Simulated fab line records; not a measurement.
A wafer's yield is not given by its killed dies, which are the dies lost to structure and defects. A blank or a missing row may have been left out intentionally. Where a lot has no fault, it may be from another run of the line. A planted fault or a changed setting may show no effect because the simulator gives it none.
Which of the tools did it? || flow n5Finfet || Sampling: 8 lots, 24 wafers, 6 of 1938 route steps

WHAT THE GAUGES SHOWED, per wafer
N5_BEOL_M1_OCD_MEAS_38. Usual: 55.1 nm for trenchDepthNm, sd 1.3.
{"lot": "L564", "measured": "day 7 03:33", "on": "ocd-01", "trenchDepthNm (nm)": "55.8 55.1 54.7", "flag": ""}
{"lot": "L565", "measured": "day 7 03:36", "on": "ocd-02", "trenchDepthNm (nm)": "56.7 57.1 56.5", "flag": ""}
{"lot": "L566", "measured": "day 7 06:37", "on": "ocd-01", "trenchDepthNm (nm)": "56.0 55.1 55.5", "flag": ""}
{"lot": "L567", "measured": "day 7 11:23", "on": "ocd-01", "trenchDepthNm (nm)": "55.4 56.1 55.9", "flag": ""}
{"lot": "L572", "measured": "day 8 22:59", "on": "ocd-02", "trenchDepthNm (nm)": "50.6 55.9 56.2", "flag": ""}
{"lot": "L578", "measured": "day 9 17:51", "on": "ocd-02", "trenchDepthNm (nm)": "53.4 54.9 53.7", "flag": ""}
{"lot": "L579", "measured": "day 10 05:24", "on": "ocd-01", "trenchDepthNm (nm)": "53.3 55.1 53.6", "flag": ""}
{"lot": "L583", "measured": "day 11 17:40", "on": "ocd-02", "trenchDepthNm (nm)": "53.2 56.7 55.0", "flag": ""}

N5_BEOL_M4_RC_MEAS_101. Usual: DIBL_N 36.1 mV/V, standard deviation 1.6; DIBL_P 35.8 mV/V, standard deviation 2; IOFF_N 0.157 nA/um, standard deviation 0.029; IOFF_P 0.21 nA/um, standard deviation 0.034; ION_N 677 uA/um, standard deviation 13; ION_P 465 uA/um, standard deviation 8.1; SS_N 71.3 mV/dec, standard deviation 0.61; SS_P 73.2 mV/dec, standard deviation 0.65; VT_N 249 mV, standard deviation 3.3; VT_P -250 mV, standard deviation 3.2.
{"lot": "L564", "measured": "day 9 16:58", "on": "prober-02", "DIBL_N (mV/V)": "36.0 39.0 35.8", "DIBL_P (mV/V)": "33.8 39.3 34.8", "IOFF_N (nA/um)": "0.128 0.195 0.135", "IOFF_P (nA/um)": "0.19 0.27 0.20", "ION_N (uA/um)": "644 685 658", "ION_P (uA/um)": "452 472 451", "SS_N (mV/dec)": "70.7 71.7 71.0", "SS_P (mV/dec)": "72.8 73.7 73.5", "VT_N (mV)": "254 249 253", "VT_P (mV)": "-255 -247 -252", "flag": ""}
{"lot": "L565", "measured": "day 9 19:17", "on": "prober-02", "DIBL_N (mV/V)": "40.0 35.2 35.3", "DIBL_P (mV/V)": "39.3 33.5 33.8", "IOFF_N (nA/um)": "0.244 0.147 0.142", "IOFF_P (nA/um)": "0.29 0.18 0.19", "ION_N (uA/um)": "701 679 672", "ION_P (uA/um)": "475 459 459", "SS_N (mV/dec)": "72.2 70.7 71.1", "SS_P (mV/dec)": "74.9 73.0 73.3", "VT_N (mV)": "244 249 251", "VT_P (mV)": "-246 -251 -251", "flag": ""}
{"lot": "L566", "measured": "day 10 01:29", "on": "prober-01", "DIBL_N (mV/V)": "33.4 35.9 33.6", "DIBL_P (mV/V)": "31.8 34.4 31.7", "IOFF_N (nA/um)": "0.111 0.152 0.112", "IOFF_P (nA/um)": "0.16 0.20 0.16", "ION_N (uA/um)": "658 693 679", "ION_P (uA/um)": "455 473 467", "SS_N (mV/dec)": "70.3 70.8 70.9", "SS_P (mV/dec)": "72.7 72.9 72.5", "VT_N (mV)": "254 248 253", "VT_P (mV)": "-255 -249 -254", "flag": ""}
{"lot": "L567", "measured": "day 10 13:10", "on": "prober-01", "DIBL_N (mV/V)": "36.8 36.6 37.4", "DIBL_P (mV/V)": "34.7 35.0 35.3", "IOFF_N (nA/um)": "0.162 0.168 0.169", "IOFF_P (nA/um)": "0.22 0.23 0.23", "ION_N (uA/um)": "686 684 670", "ION_P (uA/um)": "473 465 464", "SS_N (mV/dec)": "71.3 71.1 71.2", "SS_P (mV/dec)": "73.4 73.3 72.9", "VT_N (mV)": "246 245 247", "VT_P (mV)": "-247 -246 -248", "flag": ""}
{"lot": "L572", "measured": "day 11 17:14", "on": "prober-01", "DIBL_N (mV/V)": "33.2 35.7 34.5", "DIBL_P (mV/V)": "31.2 34.0 32.1", "IOFF_N (nA/um)": "0.101 0.127 0.107", "IOFF_P (nA/um)": "0.13 0.16 0.14", "ION_N (uA/um)": "667 663 642", "ION_P (uA/um)": "457 454 443", "SS_N (mV/dec)": "70.6 71.1 71.7", "SS_P (mV/dec)": "72.3 73.0 72.6", "VT_N (mV)": "255 255 258", "VT_P (mV)": "-259 -256 -259", "flag": ""}
{"lot": "L578", "measured": "day 12 12:54", "on": "prober-01", "DIBL_N (mV/V)": "38.0 34.2 36.3", "DIBL_P (mV/V)": "38.6 34.1 35.9", "IOFF_N (nA/um)": "0.177 0.116 0.141", "IOFF_P (nA/um)": "0.21 0.15 0.18", "ION_N (uA/um)": "685 669 666", "ION_P (uA/um)": "464 459 455", "SS_N (mV/dec)": "71.6 70.7 71.8", "SS_P (mV/dec)": "73.8 71.3 72.8", "VT_N (mV)": "247 253 254", "VT_P (mV)": "-251 -256 -251", "flag": ""}
{"lot": "L579", "measured": "day 13 04:33", "on": "prober-01", "DIBL_N (mV/V)": "33.9 35.4 35.3", "DIBL_P (mV/V)": "34.0 34.9 35.1", "IOFF_N (nA/um)": "0.114 0.128 0.133", "IOFF_P (nA/um)": "0.19 0.20 0.21", "ION_N (uA/um)": "666 654 672", "ION_P (uA/um)": "461 456 468", "SS_N (mV/dec)": "70.4 70.9 70.9", "SS_P (mV/dec)": "73.0 72.7 72.8", "VT_N (mV)": "253 254 252", "VT_P (mV)": "-250 -251 -250", "flag": ""}
{"lot": "L583", "measured": "day 14 03:45", "on": "prober-02", "DIBL_N (mV/V)": "38.4 35.2 35.5", "DIBL_P (mV/V)": "38.3 34.8 34.9", "IOFF_N (nA/um)": "0.216 0.145 0.156", "IOFF_P (nA/um)": "0.26 0.21 0.21", "ION_N (uA/um)": "694 676 684", "ION_P (uA/um)": "470 467 465", "SS_N (mV/dec)": "71.6 71.3 71.2", "SS_P (mV/dec)": "73.8 72.8 72.8", "VT_N (mV)": "246 251 251", "VT_P (mV)": "-246 -248 -250", "flag": ""}

WHAT TOOL EACH LOT RAN ON (gives the tool, then ch and the chambers of the sampled wafers, and finally the start)
{"lot": "L564", "N5_BEOL_M1_DESCUM_33": "rieDiel-02 ch 0,1,3, day 6 11:49", "N5_BEOL_M1_ETCH_69": "rieDiel-02 ch 0,1,3, day 6 11:52", "N5_BEOL_M1_TRENCH_ETCH_37": "rieDiel-02 ch 0,3, day 7 03:23", "N5_BEOL_M1_PRE_CLEAN_45": "pvdSputter-02, day 7 03:55"}
{"lot": "L565", "N5_BEOL_M1_DESCUM_33": "rieDiel-06 ch 2,3, day 6 11:57", "N5_BEOL_M1_ETCH_69": "rieDiel-06 ch 2,3, day 6 12:00", "N5_BEOL_M1_TRENCH_ETCH_37": "rieDiel-04 ch 0,1,3, day 7 03:27", "N5_BEOL_M1_PRE_CLEAN_45": "pvdSputter-02, day 7 04:05"}
{"lot": "L566", "N5_BEOL_M1_DESCUM_33": "rieDiel-04 ch 0,2,3, day 6 18:04", "N5_BEOL_M1_ETCH_69": "rieDiel-04 ch 0,2,3, day 6 18:07", "N5_BEOL_M1_TRENCH_ETCH_37": "rieDiel-02 ch 1,3, day 7 06:27", "N5_BEOL_M1_PRE_CLEAN_45": "pvdSputter-01, day 7 06:52"}
{"lot": "L567", "N5_BEOL_M1_DESCUM_33": "rieDiel-04 ch 0,1,2, day 7 04:52", "N5_BEOL_M1_ETCH_69": "rieDiel-04 ch 0,1,2, day 7 04:55", "N5_BEOL_M1_TRENCH_ETCH_37": "rieDiel-02 ch 1,3, day 7 11:14", "N5_BEOL_M1_PRE_CLEAN_45": "pvdSputter-01, day 7 13:47"}
{"lot": "L572", "N5_BEOL_M1_DESCUM_33": "rieDiel-02 ch 1,2,3, day 8 10:43", "N5_BEOL_M1_ETCH_69": "rieDiel-02 ch 1,2,3, day 8 10:47", "N5_BEOL_M1_TRENCH_ETCH_37": "rieDiel-02 ch 0,1,3, day 8 22:50", "N5_BEOL_M1_PRE_CLEAN_45": "pvdSputter-02, day 8 23:17"}
{"lot": "L578", "N5_BEOL_M1_DESCUM_33": "rieDiel-04 ch 0,1,2, day 9 15:50", "N5_BEOL_M1_ETCH_69": "rieDiel-04 ch 0,1,2, day 9 15:53", "N5_BEOL_M1_TRENCH_ETCH_37": "rieDiel-06 ch 1,2,3, day 9 17:42", "N5_BEOL_M1_PRE_CLEAN_45": "pvdSputter-03, day 9 18:08"}
{"lot": "L579", "N5_BEOL_M1_DESCUM_33": "rieDiel-06 ch 0,1,2, day 10 02:44", "N5_BEOL_M1_ETCH_69": "rieDiel-06 ch 0,1,2, day 10 02:47", "N5_BEOL_M1_TRENCH_ETCH_37": "rieDiel-06 ch 1,2,3, day 10 05:14", "N5_BEOL_M1_PRE_CLEAN_45": "pvdSputter-02, day 10 06:19"}
{"lot": "L583", "N5_BEOL_M1_DESCUM_33": "rieDiel-02 ch 2,3, day 11 09:38", "N5_BEOL_M1_ETCH_69": "rieDiel-02 ch 2,3, day 11 09:41", "N5_BEOL_M1_TRENCH_ETCH_37": "rieDiel-06 ch 0,2,3, day 11 17:31", "N5_BEOL_M1_PRE_CLEAN_45": "pvdSputter-01, day 11 18:07"}
- N5_BEOL_M1_DESCUM_33: chemistry O2, time 7 s.
- N5_BEOL_M1_ETCH_69: etches SiARC in CF4, target depth 15.6 nm, time 26 s.
- N5_BEOL_M1_TRENCH_ETCH_37: etches SiOC in C4F6/O2, target depth 55.207 nm, time 29 s.
- N5_BEOL_M1_PRE_CLEAN_45: time 30 s.

WHAT THE TOOLS THEMSELVES READ (means of the sampled wafers that have a number; where no wafer has one, the mark that the record gives instead)
N5_BEOL_M1_DESCUM_33. Usual: drypumpMotorCurrentA 5.8 A, standard deviation 0.58; oesProductAu 0.80 a.u., standard deviation 0.075; rfVppV 242.8 V, standard deviation 1.2; showerheadPlenumPTorr 2.07 Torr, standard deviation 0.06; throttleValvePct 20.44 %, standard deviation 0.18.
{"lot": "L564", "tool": "rieDiel-02", "drypumpMotorCurrentA (A)": 6.2, "oesProductAu (a.u.)": 0.82, "rfVppV (V)": 244.5, "showerheadPlenumPTorr (Torr)": 2.11, "throttleValvePct (%)": 20.33, "flag": ""}
{"lot": "L565", "tool": "rieDiel-06", "drypumpMotorCurrentA (A)": 5.2, "oesProductAu (a.u.)": 0.77, "rfVppV (V)": 243.2, "showerheadPlenumPTorr (Torr)": 2.06, "throttleValvePct (%)": 20.43, "flag": ""}
{"lot": "L566", "tool": "rieDiel-04", "drypumpMotorCurrentA (A)": 5.6, "oesProductAu (a.u.)": 0.82, "rfVppV (V)": 242.5, "showerheadPlenumPTorr (Torr)": 2.03, "throttleValvePct (%)": 20.40, "flag": ""}
{"lot": "L567", "tool": "rieDiel-04", "drypumpMotorCurrentA (A)": 5.4, "oesProductAu (a.u.)": 0.85, "rfVppV (V)": 243.4, "showerheadPlenumPTorr (Torr)": 2.06, "throttleValvePct (%)": 20.40, "flag": ""}
{"lot": "L572", "tool": "rieDiel-02", "drypumpMotorCurrentA (A)": 6.6, "oesProductAu (a.u.)": 0.78, "rfVppV (V)": 242.7, "showerheadPlenumPTorr (Torr)": 2.08, "throttleValvePct (%)": 20.40, "flag": ""}
{"lot": "L578", "tool": "rieDiel-04", "drypumpMotorCurrentA (A)": 5.4, "oesProductAu (a.u.)": 0.82, "rfVppV (V)": 243.1, "showerheadPlenumPTorr (Torr)": 2.06, "throttleValvePct (%)": 20.42, "flag": ""}
{"lot": "L579", "tool": "rieDiel-06", "drypumpMotorCurrentA (A)": 6.1, "oesProductAu (a.u.)": 0.79, "rfVppV (V)": 243.5, "showerheadPlenumPTorr (Torr)": 2.10, "throttleValvePct (%)": 20.51, "flag": ""}
{"lot": "L583", "tool": "rieDiel-02", "drypumpMotorCurrentA (A)": 6.7, "oesProductAu (a.u.)": 0.78, "rfVppV (V)": 241.9, "showerheadPlenumPTorr (Torr)": 2.03, "throttleValvePct (%)": 20.68, "flag": ""}

N5_BEOL_M1_ETCH_69. Usual: value, then standard deviation, for each; drypumpMotorCurrentA 5.8 A / 0.58; etchRfOnTimeS 26.0 s / 0.8; oesProductAu 0.69 a.u. / 0.067; rfFwdPowerW 533.2 W / 2.6; rfVppV 183.8 V / 1.1; showerheadPlenumPTorr 2.12 Torr / 0.057; throttleValvePct 15.62 % / 0.19.
{"lot": "L564", "tool": "rieDiel-02", "drypumpMotorCurrentA (A)": 6.2, "etchRfOnTimeS (s)": 25.7, "oesProductAu (a.u.)": 0.71, "rfFwdPowerW (W)": 533.3, "rfVppV (V)": 184.6, "showerheadPlenumPTorr (Torr)": 2.15, "throttleValvePct (%)": 15.50, "flag": ""}
{"lot": "L565", "tool": "rieDiel-06", "drypumpMotorCurrentA (A)": 5.2, "etchRfOnTimeS (s)": 26.5, "oesProductAu (a.u.)": 0.65, "rfFwdPowerW (W)": 529.5, "rfVppV (V)": 183.4, "showerheadPlenumPTorr (Torr)": 2.12, "throttleValvePct (%)": 15.70, "flag": ""}
{"lot": "L566", "tool": "rieDiel-04", "drypumpMotorCurrentA (A)": 5.6, "etchRfOnTimeS (s)": 26.4, "oesProductAu (a.u.)": 0.69, "rfFwdPowerW (W)": 532.9, "rfVppV (V)": 183.4, "showerheadPlenumPTorr (Torr)": 2.08, "throttleValvePct (%)": 15.63, "flag": ""}
{"lot": "L567", "tool": "rieDiel-04", "drypumpMotorCurrentA (A)": 5.4, "etchRfOnTimeS (s)": 25.7, "oesProductAu (a.u.)": 0.73, "rfFwdPowerW (W)": 534.7, "rfVppV (V)": 183.9, "showerheadPlenumPTorr (Torr)": 2.11, "throttleValvePct (%)": 15.58, "flag": ""}
{"lot": "L572", "tool": "rieDiel-02", "drypumpMotorCurrentA (A)": 6.6, "etchRfOnTimeS (s)": 25.7, "oesProductAu (a.u.)": 0.68, "rfFwdPowerW (W)": 531.5, "rfVppV (V)": 183.3, "showerheadPlenumPTorr (Torr)": 2.13, "throttleValvePct (%)": 15.55, "flag": ""}
{"lot": "L578", "tool": "rieDiel-04", "drypumpMotorCurrentA (A)": 5.4, "etchRfOnTimeS (s)": 26.0, "oesProductAu (a.u.)": 0.71, "rfFwdPowerW (W)": 531.9, "rfVppV (V)": 184.3, "showerheadPlenumPTorr (Torr)": 2.10, "throttleValvePct (%)": 15.60, "flag": ""}
{"lot": "L579", "tool": "rieDiel-06", "drypumpMotorCurrentA (A)": 6.0, "etchRfOnTimeS (s)": 25.7, "oesProductAu (a.u.)": 0.67, "rfFwdPowerW (W)": 533.0, "rfVppV (V)": 184.5, "showerheadPlenumPTorr (Torr)": 2.15, "throttleValvePct (%)": 15.70, "flag": ""}
{"lot": "L583", "tool": "rieDiel-02", "drypumpMotorCurrentA (A)": 6.7, "etchRfOnTimeS (s)": 26.0, "oesProductAu (a.u.)": 0.68, "rfFwdPowerW (W)": 532.7, "rfVppV (V)": 183.3, "showerheadPlenumPTorr (Torr)": 2.07, "throttleValvePct (%)": 15.77, "flag": ""}

N5_BEOL_M1_TRENCH_ETCH_37. Usual: drypumpMotorCurrentA 5.9 A, standard deviation 0.61; oes_f_703_au 0.80 a.u., standard deviation 0.072; oes_o_777_au 0.81 a.u., standard deviation 0.072; oesProductAu 0.81 a.u., standard deviation 0.073; rfFwdPowerW 350.4 W, standard deviation 2.2; rfVppV 667 V, standard deviation 12; showerheadPlenumPTorr 2.82 Torr, standard deviation 0.073; throttleValvePct 20.84 %, standard deviation 0.24.
{"lot": "L564", "tool": "rieDiel-02", "drypumpMotorCurrentA (A)": 5.8, "oes_f_703_au (a.u.)": 0.87, "oes_o_777_au (a.u.)": 0.88, "oesProductAu (a.u.)": 0.87, "rfFwdPowerW (W)": 352.2, "rfVppV (V)": 675, "showerheadPlenumPTorr (Torr)": 2.83, "throttleValvePct (%)": 20.75, "flag": ""}
{"lot": "L565", "tool": "rieDiel-04", "drypumpMotorCurrentA (A)": 5.5, "oes_f_703_au (a.u.)": 0.88, "oes_o_777_au (a.u.)": 0.87, "oesProductAu (a.u.)": 0.89, "rfFwdPowerW (W)": 351.2, "rfVppV (V)": 668, "showerheadPlenumPTorr (Torr)": 2.81, "throttleValvePct (%)": 20.84, "flag": ""}
{"lot": "L566", "tool": "rieDiel-02", "drypumpMotorCurrentA (A)": 6.7, "oes_f_703_au (a.u.)": 0.81, "oes_o_777_au (a.u.)": 0.81, "oesProductAu (a.u.)": 0.80, "rfFwdPowerW (W)": 350.1, "rfVppV (V)": 675, "showerheadPlenumPTorr (Torr)": 2.83, "throttleValvePct (%)": 20.96, "flag": ""}
{"lot": "L567", "tool": "rieDiel-02", "drypumpMotorCurrentA (A)": 6.7, "oes_f_703_au (a.u.)": 0.80, "oes_o_777_au (a.u.)": 0.81, "oesProductAu (a.u.)": 0.80, "rfFwdPowerW (W)": 348.6, "rfVppV (V)": 676, "showerheadPlenumPTorr (Torr)": 2.83, "throttleValvePct (%)": 20.96, "flag": ""}
{"lot": "L572", "tool": "rieDiel-02", "drypumpMotorCurrentA (A)": 6.2, "oes_f_703_au (a.u.)": 0.74, "oes_o_777_au (a.u.)": 0.75, "oesProductAu (a.u.)": 0.80, "rfFwdPowerW (W)": 322.8, "rfVppV (V)": 709, "showerheadPlenumPTorr (Torr)": 2.86, "throttleValvePct (%)": 20.73, "flag": "OFF"}
{"lot": "L578", "tool": "rieDiel-06", "drypumpMotorCurrentA (A)": 5.5, "oes_f_703_au (a.u.)": 0.73, "oes_o_777_au (a.u.)": 0.73, "oesProductAu (a.u.)": 0.73, "rfFwdPowerW (W)": 349.6, "rfVppV (V)": 660, "showerheadPlenumPTorr (Torr)": 2.83, "throttleValvePct (%)": 21.00, "flag": ""}
{"lot": "L579", "tool": "rieDiel-06", "drypumpMotorCurrentA (A)": 5.6, "oes_f_703_au (a.u.)": 0.74, "oes_o_777_au (a.u.)": 0.73, "oesProductAu (a.u.)": 0.72, "rfFwdPowerW (W)": 349.1, "rfVppV (V)": 661, "showerheadPlenumPTorr (Torr)": 2.83, "throttleValvePct (%)": 21.00, "flag": ""}
{"lot": "L583", "tool": "rieDiel-06", "drypumpMotorCurrentA (A)": 5.7, "oes_f_703_au (a.u.)": 0.79, "oes_o_777_au (a.u.)": 0.78, "oesProductAu (a.u.)": 0.78, "rfFwdPowerW (W)": 348.9, "rfVppV (V)": 661, "showerheadPlenumPTorr (Torr)": 2.82, "throttleValvePct (%)": 20.87, "flag": ""}

N5_BEOL_M1_PRE_CLEAN_45. Usual: heaterPowerW 318 W, standard deviation 40; susceptorTempC 250.02 C, standard deviation 0.2.
{"lot": "L564", "tool": "pvdSputter-02", "heaterPowerW (W)": 307, "susceptorTempC (C)": 250.10, "flag": ""}
{"lot": "L565", "tool": "pvdSputter-02", "heaterPowerW (W)": 304, "susceptorTempC (C)": 249.90, "flag": ""}
{"lot": "L566", "tool": "pvdSputter-01", "heaterPowerW (W)": 330, "susceptorTempC (C)": 250.13, "flag": ""}
{"lot": "L567", "tool": "pvdSputter-01", "heaterPowerW (W)": 292, "susceptorTempC (C)": 250.12, "flag": ""}
{"lot": "L572", "tool": "pvdSputter-02", "heaterPowerW (W)": 295, "susceptorTempC (C)": 250.00, "flag": ""}
{"lot": "L578", "tool": "pvdSputter-03", "heaterPowerW (W)": 319, "susceptorTempC (C)": 249.90, "flag": ""}
{"lot": "L579", "tool": "pvdSputter-02", "heaterPowerW (W)": 278, "susceptorTempC (C)": 250.17, "flag": ""}
{"lot": "L583", "tool": "pvdSputter-01", "heaterPowerW (W)": 371, "susceptorTempC (C)": 249.96, "flag": ""}

THE ANSWER, worked out from the rows above alone
Rule: a lot counts as off when the mean over its wafers that have a number is more than 3 standard deviations away from the usual mean. A lot without any number at a reading at which 4 lots or more have one is off too. The other lots that the step has rows for count as sound. After the gauges, taken in route order, come the tools' own readings; for these a lot's mean is taken, as printed above. The first step at which some lot is off is used, and at that step the reading that is off furthest; a lot without a number counts as furthest.
Off: L572 (N5_BEOL_M1_TRENCH_ETCH_37, rfFwdPowerW).
A tool fits if, at that step or a process step before it, it ran every lot that is off, and no sound lot after the first of them. One fits: N5_BEOL_M1_TRENCH_ETCH_37 on rieDiel-02. A fault onset in the window from L567 (day 7 11:14, its last sound lot) to L572 (day 8 22:50, its first lot off) fits.
The tool's own readings at N5_BEOL_M1_TRENCH_ETCH_37 bear it out: on the lots that are off they differ by more than 5 times the standard deviation of the sound lots' means. rfFwdPowerW reads 322.8 W there against 350.0 W on the sound lots; rfVppV reads 709 V there against 668 V on the sound lots.

WHAT HAD BEEN PUT IN BY THE SIMULATOR
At N5_BEOL_M1_TRENCH_ETCH_37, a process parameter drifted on rieDiel-02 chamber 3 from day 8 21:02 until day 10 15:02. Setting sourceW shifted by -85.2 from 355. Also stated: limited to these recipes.
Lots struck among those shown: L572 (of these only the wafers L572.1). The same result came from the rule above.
